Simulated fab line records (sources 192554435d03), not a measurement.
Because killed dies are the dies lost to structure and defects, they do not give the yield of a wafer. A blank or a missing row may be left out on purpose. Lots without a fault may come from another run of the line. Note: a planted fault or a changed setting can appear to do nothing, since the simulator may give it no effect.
Matching of chambers ; flow n5_finfet ; N5_GATE_CUT_DESCUM_18 on rie_diel-06: 4 sister chambers
The step chemistry O2, time 7 s. 4 wafers are shown with their chamber, then 10 later ones without.

WAFERS, EACH WITH ITS CHAMBER
wafer;chamber;showerhead_plenum_p_Torr (Torr)
L083.5;2;2.13
L083.6;3;2.16
L084.1;0;2.17
L084.3;1;1.94

WAFERS WITH NO CHAMBER GIVEN
wafer;showerhead_plenum_p_Torr (Torr)
L084.6;2.13
L088.1;2.16
L088.2;1.93
L088.5;2.12
L089.1;2.12
L089.3;2.17
L089.4;1.93
L094.1;2.12
L094.5;2.16
L094.6;1.93

WHICH CHAMBER EACH ONE RAN IN
wafer;from the rows above;in truth
L084.6;2;2
L088.1;can't be placed: 3 or 0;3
L088.2;1;1
L088.5;2;2
L089.1;2;2
L089.3;can't be placed: 0 or 3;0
L089.4;1;1
L094.1;2;2
L094.5;can't be placed: 3 or 0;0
L094.6;1;1
Correctly placed: 7 of 10. These rows do not allow placing 3 (true chamber among the candidates in 3). Number placed wrongly: 0.
How it was worked out, from the rows above alone: a wafer's distance from a chamber is the root of the sum, over the readings, of the square of ((its reading less the chamber's mean) divided by the reading's scatter). The wafer belongs to the nearest chamber; if the next one is less than 2 further off, it can't be placed. A chamber's mean is the mean of its shown wafers. The scatter: with one shown wafer a chamber, the root of the mean of the squares of how far each hidden wafer lies from its nearest shown one.
